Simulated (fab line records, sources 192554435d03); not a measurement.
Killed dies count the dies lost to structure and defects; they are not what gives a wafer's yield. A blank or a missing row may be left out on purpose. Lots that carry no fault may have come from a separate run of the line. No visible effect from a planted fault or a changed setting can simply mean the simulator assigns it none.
fab line records ; flow n5Finfet
record: lots: 7; wafers: 21
route steps=1938 shown BEOL_M14@1753 BEOL_M15@1797 PASSIVATION@1901
startH: hours from the record's first day to the start of the lot's first wafer shown ; waitH: time in hours since the lot's previous step ; " unchanged from the row above ; L1.1+2: a row that stands for several wafers ; - no value, or no start given ; * or withheld: withheld ; < > ~ a bound
route shown NAME@n: a module of which the file shows steps, and the number in the route of the first ; usual: mean/standard deviation taken from wafers without a fault ; same: alike in all rows ; chamber/n: place in a boat ; sites: the reading at each site ; _std_site: their standard deviation ; _edge_site: mean of outer sites minus mean of inner sites ; radiusMm: how far each site lies from the wafer's centre ; mask NAME#n: copy n ; behind: the last tool/chamber to shape the wafer ; hold: reason for holding the lot/hours on hold/outcome of the hold ; device: which transistor (n, p or np) failed to switch ; end of line: the same wafers' tests at the end of the route ; a step without rows: its recipe alone ; killed: count of dies lost to structure and defects at first sort (not the wafer's yield) ; map: shows each die of a wafer: x if killed, . if not, _ if none is there
set.NAME: the setting as run; set.NAME@STEP: as run at that earlier step ; model.NAME: the simulator's own value behind a step, which no gauge read
lots run with intentionally changed settings; tables by step, rows by wafer
== steps ==
step: N5_BEOL_M14_TRENCH_ETCH_34
recipe: chemistry: C4F8/O2/Ar; target: SiO2; targetDepthA: 5566.5; maskMaterial: SOC; heInnerTorr: 15; heOuterTorr: 30; timeS: 126.9; ionEnergyEv: 800; pressureMtorr: 20; sourceW: 1905; biasW: 2040; Ar_flow_sccm: 400; C4F8_flow_sccm: 16; O2_flow_sccm: 12
lot.wafer;tool;chamber;startH;waitH;set.timeS;model.etch.depthNm
L078.1;rieDiel-06;0;268.26;0.0;150.8;678.3
L078.4;rieDiel-06;2;268.26;0.0;150.8;662.7
L078.5;rieDiel-06;3;268.26;0.0;150.8;638.7
L085.2;rieDiel-05;2;307.34;0.0;126.9;531.2
L085.4;rieDiel-05;0;307.34;0.0;126.9;536.4
L085.6;rieDiel-05;2;307.34;0.0;126.9;533.3
L086.1+3;rieDiel-02;1,0;319.13;0.0;114.5;509.9
L086.6;rieDiel-02;2;319.13;0.0;126.9;545.1
L087.2;rieDiel-02;0;333.63;0.0;126.9;566.4
L087.3;rieDiel-02;3;333.63;0.0;151.4;662.2
L087.6;rieDiel-02;1;333.63;0.0;126.9;549.8
L091.2;rieDiel-05;0;349.37;0.0;126.9;530.6
L091.3;rieDiel-05;2;349.37;0.0;126.9;524.8
L091.4;rieDiel-05;1;349.37;0.0;117.1;514.8
L095.1;rieDiel-05;3;366.03;0.0;126.9;539
L095.2;rieDiel-05;2;366.03;0.0;138.4;574.7
L095.3;rieDiel-05;1;366.03;0.0;126.9;555.8
L097.1;rieDiel-06;0;400.50;0.0;126.9;553.5
L097.2;rieDiel-06;2;400.50;0.0;149.5;671.2
L097.4;rieDiel-06;3;400.50;0.0;126.9;555.4
step: N5_BEOL_M14_STRIP_70
recipe: chemistry: C4F8/O2/Ar; resist: SiARC; rfFrequencyHz: 6e+07
step: N5_BEOL_M14_OCD_MEAS_35
usual: trenchDepthNm: 552/16
lot.wafer;tool;chamber;startH;waitH;set.timeS@BEOL_M14_TRENCH_ETCH_34;trenchDepthNm
L078.1;ocd-02;-;268.42;0.0;150.8;679
L078.4;ocd-02;-;268.42;0.0;150.8;662
L078.5;ocd-02;-;268.42;0.0;150.8;639
L085.2;ocd-02;-;307.49;0.0;126.9;532
L085.4;ocd-02;-;307.49;0.0;126.9;537
L085.6;ocd-02;-;307.49;0.0;126.9;533
L086.1;ocd-01;-;319.29;0.0;114.5;511
L086.3;ocd-01;-;319.29;0.0;114.5;509
L086.6;ocd-01;-;319.29;0.0;126.9;545
L087.2;ocd-02;-;333.79;0.0;126.9;567
L087.3;ocd-02;-;333.79;0.0;151.4;662
L087.6;ocd-02;-;333.79;0.0;126.9;550
L091.2;ocd-02;-;349.53;0.0;126.9;530
L091.3;ocd-02;-;349.53;0.0;126.9;525
L091.4;ocd-02;-;349.53;0.0;117.1;515
L095.1;ocd-02;-;366.18;0.0;126.9;539
L095.2;ocd-02;-;366.18;0.0;138.4;575
L095.3;ocd-02;-;366.18;0.0;126.9;556
L097.1;ocd-02;-;400.65;0.0;126.9;553
L097.2;ocd-02;-;400.65;0.0;149.5;671
L097.4;ocd-02;-;400.65;0.0;126.9;555
step: N5_BEOL_M14_STRIP_37
recipe: chemistry: O2; powerW: 600; tempC: 60; pressureMtorr: 30; rfFrequencyHz: 6e+07; biasPowerW: 0; overashFraction: 0.3; o2FlowSccm: 225
step: N5_BEOL_M14_ETCH_38
recipe: chemistry: CF4/N2; target: SiCN; targetDepthA: 1065; taperDeg: 2; timeS: 120.6; ionEnergyEv: 150; maskMaterial: SiO2; pressureMtorr: 40; sourceW: 430; biasW: 70; Ar_flow_sccm: 100; cf4FlowSccm: 60; n2FlowSccm: 60
step: N5_BEOL_M14_ECD_47
recipe: material: Cu; targetThkA: 12480
step: N5_BEOL_M14_ANNEAL_48
recipe: tempC: 225; timeS: 90; ambient: N2
step: N5_BEOL_M14_CMP_49
recipe: stopOn: SiO2; tOverpolishS: 5.2; downForcePsi: 2; platenRpm: 80; clearingPlatenDownForcePsi: 2; clearingPlatenRpm: 80; postCmpClean: cuAlkaline; targetThkNm: 560; clearingPlatenPadVelocityMS: 1.5917; padVelocityMS: 1.5917
lot.wafer;tool;chamber;startH;waitH;set.timeS@BEOL_M14_TRENCH_ETCH_34;model.Cu_of_BEOL_M14_ECD_47.thkNm
L078.1;cmp-03;2;269.69;0.3;150.8;680.4
L078.4;cmp-03;0;269.69;0.3;150.8;664.8
L078.5;cmp-03;2;269.69;0.3;150.8;640.8
L085.2;cmp-01;1;309.52;0.2;126.9;535.4
L085.4;cmp-01;0;309.52;0.2;126.9;539.4
L085.6;cmp-01;1;309.52;0.2;126.9;537.2
L086.3;cmp-01;2;321.60;0.2;114.5;512.4
L086.1;cmp-01;3;321.60;0.2;114.5;513
L086.6;cmp-01;1;321.60;0.2;126.9;548
L087.2;cmp-01;1;340.17;0.5;126.9;569.2
L087.3;cmp-01;2;340.17;0.5;151.4;664.2
L087.6;cmp-01;0;340.17;0.5;126.9;554.2
L091.3;cmp-02;1;353.12;0.2;126.9;529.6
L091.2;cmp-02;2;353.12;0.2;126.9;533
L091.4;cmp-02;3;353.12;0.2;117.1;519
L095.3;cmp-02;0;374.32;0.2;126.9;557.8
L095.2;cmp-02;2;374.32;0.2;138.4;578.2
L095.1;cmp-02;3;374.32;0.2;126.9;542.6
L097.4;cmp-01;1;406.55;0.1;126.9;558
L097.2;cmp-01;2;406.55;0.1;149.5;674.4
L097.1;cmp-01;0;406.55;0.1;126.9;556.4
step: N5_BEOL_M14_THK_MEAS_50
recipe: thkMeasGauge: xrf; reads: Cu_of_BEOL_M14_ECD_47
usual: M14_THK: 545/16
lot.wafer;tool;chamber;startH;waitH;set.timeS@BEOL_M14_TRENCH_ETCH_34;M14_THK[nm]
L078.1;filmMetro-02;-;269.94;-;150.8;674
L078.4;filmMetro-02;-;269.94;-;150.8;657
L078.5;filmMetro-02;-;269.94;-;150.8;638
L085.2;filmMetro-01;-;309.82;-;126.9;526
L085.4;filmMetro-01;-;309.82;-;126.9;531
L085.6;filmMetro-01;-;309.82;-;126.9;526
L086.1;filmMetro-02;-;321.82;-;114.5;497
L086.3;filmMetro-02;-;321.82;-;114.5;497
L086.6;filmMetro-02;-;321.82;-;126.9;533
L087.2;filmMetro-02;-;340.39;-;126.9;560
L087.3;filmMetro-02;-;340.39;-;151.4;653
L087.6;filmMetro-02;-;340.39;-;126.9;547
L091.2;filmMetro-02;-;353.41;-;126.9;521
L091.3;filmMetro-02;-;353.41;-;126.9;516
L091.4;filmMetro-02;-;353.41;-;117.1;507
L095.1;filmMetro-01;-;374.61;-;126.9;537
L095.2;filmMetro-01;-;374.61;-;138.4;573
L095.3;filmMetro-01;-;374.61;-;126.9;549
L097.1;filmMetro-01;-;406.84;-;126.9;543
L097.2;filmMetro-01;-;406.84;-;149.5;654
L097.4;filmMetro-01;-;406.84;-;126.9;543
step: N5_BEOL_M14_PRE_CLEAN_52
recipe: gas: NH3; timeS: 15; tempC: withheld; rfPowerW: 300
step: N5_BEOL_M14_DEP_53
recipe: material: SiCN; targetThkA: 500; tempC: withheld; precursor: 3MS/NH3; pressureTorr: 3; rfW: 675; timeS: 17.8
step: N5_BEOL_M14_RS_MEAS_54
recipe: thkMeasGauge: four-point-probe; reads: Cu_of_BEOL_M14_ECD_47+Ta_of_BEOL_M14_SPUTTER_44+TaN_of_BEOL_M14_SPUTTER_43
usual: M14_RS: 0.0335/0.001
lot.wafer;tool;chamber;startH;waitH;set.timeS@BEOL_M14_TRENCH_ETCH_34;M14_RS[ohm/sq]
L078.1;filmMetro-01;-;270.07;0.0;150.8;0.0272
L078.4;filmMetro-01;-;270.07;0.0;150.8;0.0278
L078.5;filmMetro-01;-;270.07;0.0;150.8;0.0289
L085.2;filmMetro-01;-;309.95;0.1;126.9;0.0347
L085.4;filmMetro-01;-;309.95;0.1;126.9;0.0345
L085.6;filmMetro-01;-;309.95;0.1;126.9;0.0346
L086.1;filmMetro-02;-;321.95;0.0;114.5;0.0364
L086.3;filmMetro-02;-;321.95;0.0;114.5;0.0363
L086.6;filmMetro-02;-;321.95;0.0;126.9;0.0340
L087.2;filmMetro-02;-;340.52;0.1;126.9;0.0326
L087.3;filmMetro-02;-;340.52;0.1;151.4;0.0278
L087.6;filmMetro-02;-;340.52;0.1;126.9;0.0336
L091.2;filmMetro-01;-;353.54;0.1;126.9;0.0349
L091.3;filmMetro-01;-;353.54;0.1;126.9;0.0351
L091.4;filmMetro-01;-;353.54;0.1;117.1;0.0359
L095.1;filmMetro-01;-;374.74;0.0;126.9;0.0343
L095.2;filmMetro-01;-;374.74;0.0;138.4;0.0321
L095.3;filmMetro-01;-;374.74;0.0;126.9;0.0333
L097.1;filmMetro-01;-;406.97;0.0;126.9;0.0334
L097.2;filmMetro-01;-;406.97;0.0;149.5;0.0274
L097.4;filmMetro-01;-;406.97;0.0;126.9;0.0333
step: N5_BEOL_M15_COAT_22
recipe: spinRpm: 1704; resistThkNm: 800
lot.wafer;tool;chamber;startH;waitH;set.spinRpm;model.coat_of_BEOL_M15_COAT_22.thkNm
L078.1;lithoTrack-04;0;-;-;1603;826.6
L078.4;lithoTrack-04;0;-;-;1704;800.6
L078.5;lithoTrack-04;0;-;-;1704;803.4
L085.2;lithoTrack-02;0;-;-;1704;804.2
L085.4;lithoTrack-02;0;-;-;1704;804.4
L085.6;lithoTrack-02;0;-;-;1704;806
L086.1;lithoTrack-02;0;-;-;1704;795.8
L086.3;lithoTrack-02;0;-;-;1704;794.8
L086.6;lithoTrack-02;0;-;-;1704;795.4
L087.2;lithoTrack-04;0;-;-;1545;839.4
L087.3;lithoTrack-04;0;-;-;1704;798.4
L087.6;lithoTrack-04;0;-;-;1704;799
L091.2;lithoTrack-04;0;-;-;1819;779.2
L091.3;lithoTrack-04;0;-;-;1704;804.2
L091.4;lithoTrack-04;0;-;-;1819;777.6
L095.1;lithoTrack-05;0;-;-;1704;797
L095.2;lithoTrack-05;0;-;-;1704;799.2
L095.3;lithoTrack-05;0;-;-;1704;798.4
L097.1;lithoTrack-05;0;-;-;1704;798.6
L097.2;lithoTrack-05;0;-;-;1704;801.6
L097.4;lithoTrack-05;0;-;-;1704;799.6
step: N5_BEOL_M15_PEB_26
recipe: pebTempC: 130; pebTimeS: 90
lot.wafer;tool;chamber;startH;waitH;set.pebTempC
L078.1+4;lithoTrack-05;0;272.21;0.1;132.7
L078.5;lithoTrack-05;0;272.21;0.1;130
L085.2+4+6;lithoTrack-04;0;311.91;0.0;130
L086.1;lithoTrack-04;0;324.08;0.1;131.2
L086.3+6;lithoTrack-04;0;324.08;0.1;130
L087.2+3;lithoTrack-02;0;342.84;0.0;133.2
L087.6;lithoTrack-02;0;342.84;0.0;130
L091.2;lithoTrack-04;0;356.00;0.0;132.4
L091.3+4;lithoTrack-04;0;356.00;0.0;130
L095.1+2;lithoTrack-05;0;377.00;0.1;130
L095.3;lithoTrack-05;0;377.00;0.1;128.8
L097.1;lithoTrack-04;0;409.06;0.1;129
L097.2+4;lithoTrack-04;0;409.06;0.1;130
step: N5_BEOL_M15_DEVELOP_27
recipe: developTimeS: 45; rinseLiquid: diw; dry: airSpin; devTempC: 21
step: N5_BEOL_M15_HARDBAKE_32
recipe: tempC: 130; timeS: 120
step: N5_BEOL_M15_CD_MEAS_28
recipe: targetCdNm: 407.6; landingEnergyEv: 500; detector: seInlens
usual: cdNm: 407.3/2.3
lot.wafer;tool;chamber;startH;waitH;set.pebTempC@BEOL_M15_PEB_26;cdNm
L078.1;cdSem-03;0;272.33;-;132.7;417.8
L078.4;cdSem-03;0;272.33;-;132.7;419.5
L078.5;cdSem-03;0;272.33;-;130;404.8
L085.2;cdSem-03;0;312.02;-;130;405.5
L085.4;cdSem-03;0;312.02;-;130;405.9
L085.6;cdSem-03;0;312.02;-;130;402.6
L086.1;cdSem-01;0;324.20;-;131.2;411.6
L086.3;cdSem-01;0;324.20;-;130;406.5
L086.6;cdSem-01;0;324.20;-;130;404.3
L087.2;cdSem-02;0;342.96;-;133.2;419.4
L087.3;cdSem-02;0;342.96;-;133.2;419.6
L087.6;cdSem-02;0;342.96;-;130;408.5
L091.2;cdSem-03;0;356.11;-;132.4;417.0
L091.3;cdSem-03;0;356.11;-;130;407.2
L091.4;cdSem-03;0;356.11;-;130;406.6
L095.1;cdSem-03;0;377.12;-;130;413.2
L095.2;cdSem-03;0;377.12;-;130;410.6
L095.3;cdSem-03;0;377.12;-;128.8;404.1
L097.1;cdSem-01;0;409.17;-;129;402.5
L097.2;cdSem-01;0;409.17;-;130;402.9
L097.4;cdSem-01;0;409.17;-;130;406.3
step: N5_BEOL_M15_DESCUM_33
recipe: chemistry: O2; timeS: 7.9; sourcePowerW: 50; biasPowerW: 20; pressureMtorr: 20; rfFrequencyHz: 2.712e+07; tempC: 40; o2FlowSccm: 225
lot.wafer;tool;chamber;startH;waitH;set.pebTempC@BEOL_M15_PEB_26;model.BEOL_M15.cdNm
L078.1;rieDiel-03;2;272.41;0.0;132.7;417.8
L078.4;rieDiel-03;0;272.41;0.0;132.7;419
L078.5;rieDiel-03;2;272.41;0.0;130;404.8
L085.2;rieDiel-03;2;312.26;0.2;130;405.2
L085.4;rieDiel-03;3;312.26;0.2;130;406
L085.6;rieDiel-03;1;312.26;0.2;130;402.6
L086.1;rieDiel-01;0;324.28;0.0;131.2;411.4
L086.3;rieDiel-01;2;324.28;0.0;130;406.6
L086.6;rieDiel-01;3;324.28;0.0;130;404.6
L087.2;rieDiel-03;3;343.04;0.0;133.2;419.4
L087.3;rieDiel-03;1;343.04;0.0;133.2;419.6
L087.6;rieDiel-03;0;343.04;0.0;130;408.2
L091.2;rieDiel-04;0;356.27;0.1;132.4;417
L091.3;rieDiel-04;2;356.27;0.1;130;407.2
L091.4;rieDiel-04;1;356.27;0.1;130;406.4
L095.1;rieDiel-01;0;377.20;0.0;130;412.8
L095.2;rieDiel-01;1;377.20;0.0;130;-
L095.3;rieDiel-01;2;377.20;0.0;128.8;404
L097.1;rieDiel-03;1;409.26;0.0;129;402.2
L097.2;rieDiel-03;2;409.26;0.0;130;403
L097.4;rieDiel-03;0;409.26;0.0;130;406.6
step: N5_BEOL_M15_ETCH_61
recipe: chemistry: N2/H2; target: BARC; targetDepthA: 890; overetchA: 267; timeS: 67.9; ionEnergyEv: 200; pressureMtorr: 30; sourceW: 840; biasW: 150; n2FlowSccm: 200; h2FlowSccm: 200
lot.wafer;tool;chamber;startH;waitH;set.spinRpm@BEOL_M15_COAT_22;set.pebTempC@BEOL_M15_PEB_26;model.BEOL_M15.cdNm;model.coat_of_BEOL_M15_COAT_22.thkNm
L078.1;rieDiel-03;2;272.45;0.0;1603;132.7;409.4;743.4
L078.4;rieDiel-03;0;272.45;0.0;1704;132.7;412.2;714.4
L078.5;rieDiel-03;2;272.45;0.0;1704;130;396.6;719.8
L085.2;rieDiel-03;2;312.29;0.0;1704;130;397;721.4
L085.4;rieDiel-03;3;312.29;0.0;1704;130;399.8;720.4
L085.6;rieDiel-03;1;312.29;0.0;1704;130;395.2;721.8
L086.1;rieDiel-01;0;324.32;0.0;1704;131.2;403.2;714.2
L086.3;rieDiel-01;2;324.32;0.0;1704;130;399.2;712.6
L086.6;rieDiel-01;3;324.32;0.0;1704;130;398;713.6
L087.2;rieDiel-03;3;343.08;0.0;1545;133.2;412.6;754.4
L087.3;rieDiel-03;1;343.08;0.0;1704;133.2;412.2;713.8
L087.6;rieDiel-03;0;343.08;0.0;1704;130;400.2;713
L091.2;rieDiel-04;0;356.30;0.0;1819;132.4;409.6;694.6
L091.3;rieDiel-04;2;356.30;0.0;1704;130;398.8;723.2
L091.4;rieDiel-04;1;356.30;0.0;1819;130;398.6;696.4
L095.1;rieDiel-01;0;377.24;0.0;1704;130;404;715.6
L095.2;rieDiel-01;1;377.24;0.0;1704;130;404;716.6
L095.3;rieDiel-01;2;377.24;0.0;1704;128.8;397;717
L097.1;rieDiel-03;1;409.29;0.0;1704;129;394.6;714.2
L097.2;rieDiel-03;2;409.29;0.0;1704;130;394.6;718.8
L097.4;rieDiel-03;0;409.29;0.0;1704;130;399.4;715.2
step: N5_BEOL_M15_TRENCH_ETCH_34
recipe: chemistry: C4F8/O2/Ar; target: SiO2; targetDepthA: 8729.3; heInnerTorr: 15; heOuterTorr: 30; timeS: 199; ionEnergyEv: 800; pressureMtorr: 20; sourceW: 1905; biasW: 2040; Ar_flow_sccm: 400; C4F8_flow_sccm: 16; O2_flow_sccm: 12
lot.wafer;tool;chamber;startH;waitH;set.spinRpm@BEOL_M15_COAT_22;set.pebTempC@BEOL_M15_PEB_26;model.BEOL_M15.cdNm;model.coat_of_BEOL_M15_COAT_22.thkNm
L078.1;rieDiel-03;2;272.50;0.0;1603;132.7;409.4;568.6
L078.4;rieDiel-03;0;272.50;0.0;1704;132.7;412.6;535.8
L078.5;rieDiel-03;2;272.50;0.0;1704;130;396;543.8
L085.2;rieDiel-03;2;312.34;0.0;1704;130;397.2;547.6
L085.4;rieDiel-03;3;312.34;0.0;1704;130;400.2;541.2
L085.6;rieDiel-03;1;312.34;0.0;1704;130;395.4;547.2
L086.1;rieDiel-01;0;324.37;0.0;1704;131.2;402.4;542.6
L086.3;rieDiel-01;2;324.37;0.0;1704;130;399.2;539
L086.6;rieDiel-01;3;324.37;0.0;1704;130;398.8;542.8
L087.2;rieDiel-03;3;343.13;0.0;1545;133.2;412;573.8
L087.3;rieDiel-03;1;343.13;0.0;1704;133.2;412.2;539.4
L087.6;rieDiel-03;0;343.13;0.0;1704;130;400.4;536.8
L091.2;rieDiel-04;0;356.35;0.0;1819;132.4;409.6;512
L091.3;rieDiel-04;2;356.35;0.0;1704;130;398.2;551.6
L091.4;rieDiel-04;1;356.35;0.0;1819;130;398;524
L095.1;rieDiel-01;0;377.29;0.0;1704;130;403.4;542.2
L095.2;rieDiel-01;1;377.29;0.0;1704;130;404.4;545.2
L095.3;rieDiel-01;2;377.29;0.0;1704;128.8;396.8;541.2
L097.1;rieDiel-03;1;409.35;0.0;1704;129;394.6;537
L097.2;rieDiel-03;2;409.35;0.0;1704;130;394.2;544
L097.4;rieDiel-03;0;409.35;0.0;1704;130;399.6;537.8
step: N5_PASSIVATION_EXPOSE_27
recipe: maskId: PAD; na: 0.55; sourceShape: conventional; sigmaOuter: 0.8; polarization: unpolarized; defocusNm: 0; doseMj: 32.3
lot.wafer;tool;chamber;startH;waitH;mask;set.doseMj
L078.1+4;krfScanner-02;0;285.89;-;PAD#0;32.3
L078.5;krfScanner-02;0;285.89;-;PAD#0;33.65
L085.2+4+6;krfScanner-01;0;326.17;-;PAD#0;32.3
L086.1+3+6;krfScanner-01;0;338.60;-;PAD#0;30.35
L087.2+3+6;krfScanner-02;0;355.48;-;PAD#0;29.95
L091.2+3+4;krfScanner-02;0;374.04;-;PAD#0;32.3
L095.1+2;krfScanner-01;0;389.65;-;PAD#0;30.76
L095.3;krfScanner-01;0;389.65;-;PAD#0;32.3
L097.1+2;krfScanner-02;0;420.15;-;PAD#0;34.47
L097.4;krfScanner-02;0;420.15;-;PAD#0;32.3
step: N5_PASSIVATION_DEVELOP_29
recipe: developTimeS: 60; rinseLiquid: diw; dry: airSpin; devTempC: 21
lot.wafer;tool;chamber;startH;waitH;set.developTimeS
L078.1+4+5;lithoTrack-03;0;-;-;60
L085.2+4+6;lithoTrack-03;0;-;-;60
L086.1+3;lithoTrack-04;0;-;-;60
L086.6;lithoTrack-04;0;-;-;52.27
L087.2+3;lithoTrack-01;0;-;-;60
L087.6;lithoTrack-01;0;-;-;51.69
L091.2+3+4;lithoTrack-03;0;-;-;60
L095.1;lithoTrack-01;0;-;-;50.92
L095.2+3;lithoTrack-01;0;-;-;60
L097.1+4;lithoTrack-03;0;-;-;68.06
L097.2;lithoTrack-03;0;-;-;60
step: N5_PASSIVATION_HARDBAKE_31
recipe: tempC: 130; timeS: 120
step: N5_PASSIVATION_CD_MEAS_30
recipe: targetCdNm: 4000; landingEnergyEv: 500; detector: seInlens; polarity: opening
usual: cdNm: 3999.8/2.1
lot.wafer;tool;chamber;startH;waitH;set.doseMj@PASSIVATION_EXPOSE_27;cdNm
L078.1;cdSem-01;0;286.07;-;32.3;3997.8
L078.4;cdSem-01;0;286.07;-;32.3;4001.9
L078.5;cdSem-01;0;286.07;-;33.65;4005.3
L085.2;cdSem-02;0;326.34;-;32.3;4000.4
L085.4;cdSem-02;0;326.34;-;32.3;3996.4
L085.6;cdSem-02;0;326.34;-;32.3;3998.0
L086.1;cdSem-03;0;338.77;-;30.35;3989.6
L086.3;cdSem-03;0;338.77;-;30.35;3990.3
L086.6;cdSem-03;0;338.77;-;30.35;3983.8
L087.2;cdSem-03;0;355.65;-;29.95;3985.3
L087.3;cdSem-03;0;355.65;-;29.95;3981.6
L087.6;cdSem-03;0;355.65;-;29.95;3981.0
L091.2;cdSem-01;0;374.22;-;32.3;3998.1
L091.3;cdSem-01;0;374.22;-;32.3;4000.2
L091.4;cdSem-01;0;374.22;-;32.3;3999.9
L095.1;cdSem-01;0;389.83;-;30.76;3986.6
L095.2;cdSem-01;0;389.83;-;30.76;3989.7
L095.3;cdSem-01;0;389.83;-;32.3;3999.5
L097.1;cdSem-02;0;420.33;-;34.47;4014.2
L097.2;cdSem-02;0;420.33;-;34.47;4011.9
L097.4;cdSem-02;0;420.33;-;32.3;4001.1
step: N5_PASSIVATION_EXPOSE_41
recipe: maskId: PASS_OPEN; na: 0.55; defocusNm: 0; sourceShape: conventional; sigmaOuter: 0.8; polarization: unpolarized; targetCdNm: 40000; doseMj: 57.25
lot.wafer;tool;chamber;startH;waitH;mask;set.doseMj
L078.1+4+5;krfScanner-02;0;287.92;-;PASS_OPEN#0;57.25
L085.2+4+6;krfScanner-01;0;327.92;-;PASS_OPEN#0;57.25
L086.1+6;krfScanner-02;0;340.45;-;PASS_OPEN#0;60.94
L086.3;krfScanner-02;0;340.45;-;PASS_OPEN#0;57.25
L087.2;krfScanner-02;0;357.21;-;PASS_OPEN#0;57.25
L087.3+6;krfScanner-02;0;357.21;-;PASS_OPEN#0;55.27
L091.2+4;krfScanner-02;0;375.78;-;PASS_OPEN#0;58.94
L091.3;krfScanner-02;0;375.78;-;PASS_OPEN#0;57.25
L095.1;krfScanner-01;0;391.60;-;PASS_OPEN#0;57.25
L095.2+3;krfScanner-01;0;391.60;-;PASS_OPEN#0;54.36
L097.1+2;krfScanner-01;0;422.03;-;PASS_OPEN#0;60.85
L097.4;krfScanner-01;0;422.03;-;PASS_OPEN#0;57.25
step: N5_PASSIVATION_PEB_42
recipe: pebTempC: withheld; pebTimeS: *
step: N5_PASSIVATION_DEVELOP_43
recipe: developTimeS: 60; rinseLiquid: diw; dry: airSpin; devTempC: 21
step: N5_PASSIVATION_HARDBAKE_45
recipe: tempC: 130; timeS: 120
step: N5_PASSIVATION_CD_MEAS_44
recipe: targetCdNm: 40000; landingEnergyEv: 500; detector: seInlens
usual: cdNm: 40000/4.2
lot.wafer;tool;chamber;startH;waitH;set.doseMj@PASSIVATION_EXPOSE_41;cdNm
L078.1;cdSem-02;0;288.10;-;57.25;39992
L078.4;cdSem-02;0;288.10;-;57.25;39994
L078.5;cdSem-02;0;288.10;-;57.25;40000
L085.2;cdSem-01;0;328.10;-;57.25;39997
L085.4;cdSem-01;0;328.10;-;57.25;39991
L085.6;cdSem-01;0;328.10;-;57.25;39998
L086.1;cdSem-02;0;340.64;-;60.94;40022
L086.3;cdSem-02;0;340.64;-;57.25;40000
L086.6;cdSem-02;0;340.64;-;60.94;40020
L087.2;cdSem-02;0;357.39;-;57.25;40004
L087.3;cdSem-02;0;357.39;-;55.27;39986
L087.6;cdSem-02;0;357.39;-;55.27;39990
L091.2;cdSem-01;0;375.95;-;58.94;40005
L091.3;cdSem-01;0;375.95;-;57.25;40002
L091.4;cdSem-01;0;375.95;-;58.94;40013
L095.1;cdSem-01;0;391.78;-;57.25;40003
L095.2;cdSem-01;0;391.78;-;54.36;39989
L095.3;cdSem-01;0;391.78;-;54.36;39993
L097.1;cdSem-02;0;422.21;-;60.85;40024
L097.2;cdSem-02;0;422.21;-;60.85;40021
L097.4;cdSem-02;0;422.21;-;57.25;39999
== key ==
split: step: N5_BEOL_M14_TRENCH_ETCH_34; setting: timeS; stated: 126.9; by: wafer
response: step: N5_BEOL_M14_TRENCH_ETCH_34; reading: model.etch.depthNm; change: +5.16; per: 1%; r: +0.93
response: step: N5_BEOL_M14_OCD_MEAS_35; reading: trenchDepthNm; change: +5.15; per: 1%; r: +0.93
response: step: N5_BEOL_M14_CMP_49; reading: model.Cu_of_BEOL_M14_ECD_47.thkNm; change: +5.13; per: 1%; r: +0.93
response: step: N5_BEOL_M14_THK_MEAS_50; reading: M14_THK; change: +4.97; per: 1%; r: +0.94
response: step: N5_BEOL_M14_RS_MEAS_54; reading: M14_RS; change: -0.000271; per: 1%; r: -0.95
split: step: N5_BEOL_M15_COAT_22; setting: spinRpm; stated: 1704; by: wafer
response: step: N5_BEOL_M15_COAT_22; reading: model.coat_of_BEOL_M15_COAT_22.thkNm; change: -4.17; per: 1%; r: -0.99
response: step: N5_BEOL_M15_ETCH_61; reading: model.coat_of_BEOL_M15_COAT_22.thkNm; change: -4.32; per: 1%; r: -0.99
response: step: N5_BEOL_M15_TRENCH_ETCH_34; reading: model.coat_of_BEOL_M15_COAT_22.thkNm; change: -4.36; per: 1%; r: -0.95
split: step: N5_BEOL_M15_PEB_26; setting: pebTempC; stated: 130; by: wafer
response: step: N5_BEOL_M15_CD_MEAS_28; reading: cdNm; change: +5.54; per: 1%; r: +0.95
response: step: N5_BEOL_M15_DESCUM_33; reading: model.BEOL_M15.cdNm; change: +5.57; per: 1%; r: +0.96
response: step: N5_BEOL_M15_ETCH_61; reading: model.BEOL_M15.cdNm; change: +5.73; per: 1%; r: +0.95
response: step: N5_BEOL_M15_TRENCH_ETCH_34; reading: model.BEOL_M15.cdNm; change: +5.76; per: 1%; r: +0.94
split: step: N5_PASSIVATION_EXPOSE_27; setting: doseMj; stated: 32.3; by: wafer
response: step: N5_PASSIVATION_CD_MEAS_30; reading: cdNm; change: +1.84; per: 1%; r: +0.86
split: step: N5_PASSIVATION_DEVELOP_29; setting: developTimeS; stated: 60; by: wafer
response none clear
split: step: N5_PASSIVATION_EXPOSE_41; setting: doseMj; stated: 57.25; by: wafer
response: step: N5_PASSIVATION_CD_MEAS_44; reading: cdNm; change: +3.31; per: 1%; r: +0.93
